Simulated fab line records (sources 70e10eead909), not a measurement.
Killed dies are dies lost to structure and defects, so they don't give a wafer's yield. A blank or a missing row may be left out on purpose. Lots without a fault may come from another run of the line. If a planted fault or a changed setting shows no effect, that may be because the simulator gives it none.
fab line records    flow nand-harc    part 2 of 2: steps 5 to 6 of 6
record lots=23  wafers=69  last-day=33
route steps=1302 shown A_STAIRCASE@639
lots with no fault: from the same line, run without faults
start-h: start of the lot's first displayed wafer, in hours after the record's first day    wait-h: hours since the lot's step before    " the same as in the row above    L1.1+2: a row that stands for several wafers    - no value, or no start was given    * or withheld: withheld    < > ~ a bound
route shown NAME@n: a module of which the file shows steps, and the number in the route of the first    usual: mean/standard deviation of fault-free wafers    same: alike in all rows    chamber/n: place in a boat    sites: readings site by site    _std_site: the values' standard deviation    _edge_site: inner sites' mean taken away from outer sites' mean    radius-mm: for every site, how far away it sits from the centre of the wafer    mask NAME#n: copy n    behind: the tool/chamber that last shaped the wafer    hold: the reason the lot was held/the length of the hold in hours/how it ended    device: which transistor (n, p or np) failed to switch    end of line: the same wafers' tests at the end of the route    a step given without rows: its recipe and nothing more    killed: dies that structure and defects cost at the first sort, which is not the same as the wafer's yield    map: the dies of a wafer, with x for killed, . for not killed, _ for no die there
set.NAME: the setting as run; set.NAME@STEP: as run at that earlier step    model.NAME: the simulator's own value behind a step, which no gauge read
the route's steps for a sample of lots (tables are steps, rows are wafers)
services: a tool's chamber out of use, with start hour (start-h, from the record's first day; less than 0 if before it), hours out, and reason
## steps
# step NHARC_A_STAIRCASE_ETCH_192
# recipe target-depth-a=1000  time-s=40.5  ion-energy-ev=400  c4f8-flow-sccm=20  o2-flow-sccm=10  ar-flow-sccm=withheld  rf-w=600  bias-w=1000  chemistry=C4F8/O2
# usual oes-product-au=0.946/0.013  rf-vpp-V=895/4.7
lot.wafer  tool         chamber  start-h  wait-h  oes-product-au  rf-hours-counter-h  rf-vpp-V
L074.2     rie-diel-07  2        -        -       0.939           21                  889
L074.3     "            0        "        "       0.973           9                   893
L074.5     "            1        "        "       0.935           -                   896
L075.2     rie-diel-11  2        -        -       0.942           32                  891
L075.3     "            3        "        "       0.951           33                  901
L075.5     "            0        "        "       0.962           -                   904
L076.3     rie-diel-07  2        -        -       0.923           22                  888
L076.6     "            3        "        "       0.961           -                   894
L076.5     "            0        "        "       0.951           -                   895
L077.2     rie-diel-10  2        -        -       0.952           47                  888
L077.4     "            0        "        "       0.967           46                  895
L077.6     "            2        "        "       0.964           -                   887
L078.3     rie-diel-07  1        -        -       0.932           28                  896
L078.4     "            2        "        "       0.937           29                  888
L078.5     "            1        "        "       0.938           -                   896
L080.4     rie-diel-10  0        -        -       0.944           55                  895
L080.3     "            2        "        "       0.967           57                  886
L080.6     "            0        "        "       0.937           -                   894
L082.2     rie-diel-07  0        -        -       0.950           30                  893
L082.4     "            1        "        "       0.941           40                  895
L082.5     "            0        "        "       0.946           -                   893
L081.2     rie-diel-07  2        -        -       0.937           43                  888
L081.4     "            3        "        "       0.962           42                  894
L081.6     "            2        "        "       0.944           -                   888
L084.3     rie-diel-07  0        -        -       0.944           34                  894
L084.4     "            1        "        "       0.926           44                  894
L084.6     "            1        "        "       0.942           -                   897
L083.2     rie-diel-10  0        -        -       0.961           4                   895
L083.3     "            1        "        "       0.939           4                   893
L083.4     "            2        "        "       0.966           4                   905
L085.2     rie-diel-11  3        -        -       0.962           7                   899
L085.3     "            2        "        "       0.967           6                   889
L085.5     "            3        "        "       0.959           -                   899
L086.4     rie-diel-11  2        -        -       0.948           8                   890
L086.6     "            1        "        "       0.942           -                   900
L086.5     "            2        "        "       0.950           -                   892
L088.3     rie-diel-11  0        -        -       0.943           15                  902
L088.2     "            3        "        "       0.934           15                  899
L088.6     "            0        "        "       0.937           -                   902
L087.4     rie-diel-10  2        -        -       0.955           19                  906
L087.3     "            3        "        "       0.952           17                  896
L087.6     "            0        "        "       0.946           -                   895
L089.3     rie-diel-07  2        -        -       0.940           6                   889
L089.4     "            3        "        "       0.939           5                   893
L089.2     "            0        "        "       0.938           7                   893
L090.4     rie-diel-10  3        -        -       0.942           29                  897
L090.6     "            0        "        "       0.953           -                   894
L090.5     "            1        "        "       0.930           -                   890
L091.4     rie-diel-07  0        -        -       0.935           15                  893
L091.3     "            1        "        "       0.943           17                  895
L091.5     "            3        "        "       0.932           -                   893
L092.3     rie-diel-10  0        -        -       0.950           35                  894
L092.4     "            1        "        "       0.933           38                  891
L092.5     "            1        "        "       0.945           -                   891
L093.1     rie-diel-11  0        -        -       0.942           31                  902
L093.6     "            0        "        "       0.943           -                   902
L093.5     "            1        "        "       0.964           -                   898
L094.1     rie-diel-10  3        -        -       0.956           37                  897
L094.3     "            0        "        "       0.954           39                  893
L094.6     "            2        "        "       0.964           -                   906
L095.4     rie-diel-11  3        -        -       0.935           38                  899
L095.1     "            0        "        "       0.950           41                  903
L095.5     "            2        "        "       0.934           -                   890
L096.4     rie-diel-11  1        -        -       0.965           42                  897
L096.2     "            0        "        "       0.965           43                  904
L096.5     "            1        "        "       0.968           -                   896
L097.3     rie-diel-11  0        -        -       0.948           45                  904
L097.1     "            2        "        "       0.947           41                  892
L097.5     "            0        "        "       0.953           -                   903
# step NHARC_A_STAIRCASE_TRIM_220
# recipe time-s=211.2  o2-flow-sccm=500  ar-flow-sccm=0  bias-w=0  chemistry=O2
# usual drypump-motor-current-A=5.9/0.4  oes-product-au=1.004/0.0098  rf-vpp-V=57.7/0.89  showerhead-plenum-p-Torr=3.51/0.13  throttle-valve-pct=17.037/0.0097
lot.wafer  tool         chamber  start-h  wait-h  drypump-motor-current-A  oes-product-au  rf-hours-counter-h  rf-vpp-V  showerhead-plenum-p-Torr  throttle-valve-pct
L074.3     rie-diel-10  0        364.13   0.1     6.3                      1.000           37                  57.6      3.50                      17.041
L074.2     "            3        "        "       6.2                      0.999           39                  57.5      3.58                      17.045
L074.5     "            2        "        "       5.5                      1.016           -                   57.9      3.30                      17.034
L075.2     rie-diel-10  3        365.65   0.1     6.1                      1.018           40                  59.0      3.58                      17.034
L075.3     "            0        "        "       6.3                      1.009           37                  57.8      3.50                      17.044
L075.5     "            0        "        "       6.3                      1.011           -                   57.6      3.50                      17.031
L076.3     rie-diel-07  3        368.86   0.1     6.0                      0.995           22                  57.4      3.48                      17.037
L076.6     "            0        "        "       5.1                      0.998           -                   57.6      3.46                      17.047
L076.5     "            1        "        "       6.3                      0.983           -                   57.6      3.54                      17.044
L077.4     rie-diel-07  1        401.92   0.1     6.3                      0.984           28                  56.9      3.54                      17.032
L077.2     "            2        "        "       5.8                      0.999           30                  57.2      3.32                      17.031
L077.6     "            2        "        "       5.8                      0.993           -                   57.7      3.32                      17.043
L078.4     rie-diel-10  2        403.08   0.1     5.5                      1.009           53                  58.6      3.29                      17.031
L078.3     "            1        "        "       6.1                      0.988           40                  56.9      3.44                      17.019
L078.5     "            2        "        "       5.5                      1.014           -                   57.6      3.29                      17.048
L080.3     rie-diel-11  1        423.39   0.1     6.4                      0.998           55                  58.1      3.59                      17.032
L080.4     "            0        "        "       5.3                      0.993           55                  58.2      3.74                      17.050
L080.6     "            1        "        "       6.4                      1.007           -                   56.8      3.59                      17.032
L082.2     rie-diel-10  0        440.63   0.1     6.3                      1.018           1                   56.1      3.48                      17.033
L082.4     "            3        "        "       6.2                      1.002           1                   56.9      3.57                      17.052
L082.5     "            0        "        "       6.3                      1.020           -                   57.0      3.48                      17.035
L081.4     rie-diel-10  2        441.09   0.1     5.5                      1.013           1                   57.2      3.81                      17.049
L081.2     "            1        "        "       6.2                      1.009           1                   57.1      3.44                      17.037
L081.6     "            2        "        "       5.5                      1.004           -                   58.9      3.81                      17.030
L084.3     rie-diel-10  0        452.49   0.1     6.3                      1.017           5                   57.7      3.48                      17.035
L084.6     "            3        "        "       6.1                      1.017           -                   59.0      3.57                      17.025
L084.4     "            0        "        "       6.3                      1.025           -                   56.7      3.48                      17.033
L083.2     rie-diel-11  2        453.58   0.1     5.5                      0.995           3                   57.8      3.38                      17.037
L083.4     "            3        "        "       6.3                      1.008           3                   57.3      3.61                      17.043
L083.3     "            0        "        "       5.3                      0.994           2                   58.6      3.74                      17.029
L085.3     rie-diel-10  1        467.34   0.1     6.2                      1.003           10                  56.6      3.43                      17.040
L085.2     "            0        "        "       6.3                      1.007           9                   58.5      3.48                      17.041
L085.5     "            1        "        "       6.1                      0.999           -                   59.8      3.43                      17.045
L086.4     rie-diel-10  1        475.12   0.1     6.2                      0.994           16                  58.2      3.43                      17.048
L086.6     "            2        "        "       5.5                      1.017           -                   58.2      3.80                      17.037
L086.5     "            3        "        "       6.2                      1.015           -                   56.2      3.56                      17.034
L088.3     rie-diel-11  3        500.32   0.1     6.3                      1.006           16                  56.3      3.61                      17.047
L088.2     "            0        "        "       5.3                      1.002           16                  59.8      3.73                      17.026
L088.6     "            0        "        "       5.3                      1.004           -                   57.3      3.73                      17.020
L087.3     rie-diel-10  2        500.51   0.1     5.5                      1.028           19                  57.5      3.80                      17.034
L087.4     "            3        "        "       6.2                      1.020           18                  56.7      3.56                      17.043
L087.6     "            0        "        "       6.3                      1.012           -                   57.7      3.47                      17.025
L089.3     rie-diel-10  3        508.91   0.1     6.2                      1.014           20                  58.2      3.56                      17.047
L089.4     "            0        "        "       6.3                      1.007           22                  56.6      3.47                      17.028
L089.2     "            1        "        "       6.2                      1.006           26                  58.0      3.42                      17.034
L090.4     rie-diel-10  3        526.93   0.1     6.1                      1.013           30                  58.3      3.55                      17.031
L090.5     "            2        "        "       5.5                      1.019           -                   59.8      3.79                      17.029
L090.6     "            3        "        "       6.1                      1.017           -                   57.6      3.55                      17.031
L091.3     rie-diel-07  2        535.06   0.1     5.8                      0.998           13                  57.0      3.29                      17.016
L091.4     "            3        "        "       6.1                      0.989           12                  57.4      3.45                      17.036
L091.5     "            1        "        "       6.3                      1.000           -                   58.0      3.52                      17.038
L092.3     rie-diel-07  1        540.64   0.1     6.3                      1.006           18                  57.0      3.52                      17.025
L092.4     "            2        "        "       5.8                      0.994           15                  56.2      3.29                      17.028
L092.5     "            0        "        "       5.1                      0.999           -                   56.6      3.44                      17.045
L093.1     rie-diel-07  3        541.75   0.1     6.0                      0.981           14                  56.7      3.45                      17.030
L093.6     "            0        "        "       5.1                      0.997           -                   57.4      3.44                      17.031
L093.5     "            1        "        "       6.3                      1.003           -                   56.8      3.52                      17.036
L094.1     rie-diel-07  1        551.89   0.1     6.3                      0.997           23                  58.0      3.52                      17.032
L094.3     "            3        "        "       6.0                      0.992           19                  58.5      3.45                      17.053
L094.6     "            0        "        "       5.1                      0.991           -                   56.9      3.44                      17.034
L095.4     rie-diel-11  3        569.90   0.1     6.3                      0.990           39                  57.1      3.60                      17.036
L095.1     "            0        "        "       5.3                      1.003           42                  59.9      3.71                      17.014
L095.5     "            1        "        "       6.4                      1.007           -                   57.7      3.57                      17.023
L096.2     rie-diel-11  0        576.72   0.1     5.3                      0.996           44                  57.6      3.71                      17.020
L096.4     "            1        "        "       6.4                      1.009           42                  57.7      3.57                      17.017
L096.5     "            3        "        "       6.3                      0.991           -                   56.9      3.59                      17.053
L097.1     rie-diel-10  3        583.60   0.1     6.1                      1.006           48                  57.1      3.54                      17.036
L097.3     "            0        "        "       6.3                      1.009           50                  57.0      3.46                      17.044
L097.5     "            3        "        "       6.2                      1.018           -                   57.8      3.54                      17.045
## services
tool         chamber  start-h  hours  kind
rie-diel-07  2        347.87   6.1    repair
pecvd-03     -        348.66   0.8    repair
pecvd-01     1        349.43   6.8    repair
rie-diel-11  -        351.69   0.6    repair
rie-diel-10  1        355.09   12.8   repair
pecvd-03     -        366.27   13.0   pm
pecvd-01     0        388.29   16.3   repair
rie-diel-11  2        395.11   2.1    repair
pecvd-04     -        420.86   0.9    repair
rie-diel-10  -        425.53   9.0    pm
pecvd-01     2        426.75   20.4   repair
rie-diel-11  -        434.90   9.0    pm
pecvd-04     -        450.15   13.0   pm
rie-diel-10  2        450.87   4.9    repair
rie-diel-07  -        453.36   0.3    repair
rie-diel-07  1        458.45   2.3    repair
rie-diel-07  1        461.42   3.5    repair
rie-diel-07  -        473.11   9.0    pm
pecvd-01     2        480.87   1.7    repair
pecvd-01     -        492.80   13.0   pm
pecvd-03     0        510.37   4.9    repair
pecvd-04     -        516.54   1.6    repair
pecvd-03     -        547.27   13.0   pm
rie-diel-10  2        582.99   5.5    repair
